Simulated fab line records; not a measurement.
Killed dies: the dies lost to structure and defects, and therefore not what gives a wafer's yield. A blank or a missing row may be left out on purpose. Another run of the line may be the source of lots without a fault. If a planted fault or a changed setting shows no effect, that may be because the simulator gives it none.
Chamber matching -- flow nand-harc -- 4 sister chambers for NHARC_A_STAIRCASE_ETCHBACK_157 on rie-diel-08
The step etches the open film in CH3F/O2, target depth 90 nm, time 167.14 s. 8 wafers are shown with their chamber, then 12 later ones without.

== EACH WAFER AND ITS CHAMBER ==
wafer,chamber,showerhead-plenum-p-Torr (Torr),drypump-motor-current-A (A)
L081.6,3,2.31,5.5
L083.3,0,2.30,5.7
L088.2,0,2.30,5.8
L088.3,1,2.42,5.5
L088.6,2,2.34,6.0
L087.1,2,2.34,6.0
L087.3,3,2.30,5.6
L087.4,1,2.42,5.5

== WAFERS WHOSE CHAMBER IS MISSING ==
wafer,showerhead-plenum-p-Torr (Torr),drypump-motor-current-A (A)
L089.1,2.34,5.9
L089.5,2.30,5.8
L089.6,2.30,5.5
L092.4,2.41,5.5
L092.5,2.30,5.7
L092.6,2.29,5.5
L095.1,2.29,5.8
L095.2,2.29,5.5
L095.4,2.33,6.0
L096.3,2.33,6.0
L096.4,2.41,5.5
L096.6,2.33,6.0

== EACH ONE'S CHAMBER ==
wafer,from the rows above,in truth
L089.1,2,2
L089.5,0,0
L089.6,3,3
L092.4,1,1
L092.5,0,0
L092.6,can't be placed: 3 or 0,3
L095.1,0,0
L095.2,can't be placed: 3 or 0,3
L095.4,2,2
L096.3,2,2
L096.4,1,1
L096.6,2,2
Correct placement for 10 of the 12. These rows do not allow placing 2 (true chamber among the candidates in 2). Placed wrongly: 0.
How it was worked out, from the rows above alone: a wafer's distance from a chamber is the root of the sum, over the readings, of the square of ((its reading less the chamber's mean) divided by the reading's scatter). The wafer belongs to the nearest chamber; if the next one is less than 2 further off, it can't be placed. Each chamber's mean is taken over the wafers shown for it. The scatter: the root of (the sum of the squares of (reading less its chamber's mean) over the shown wafers, divided by (wafers less chambers)).
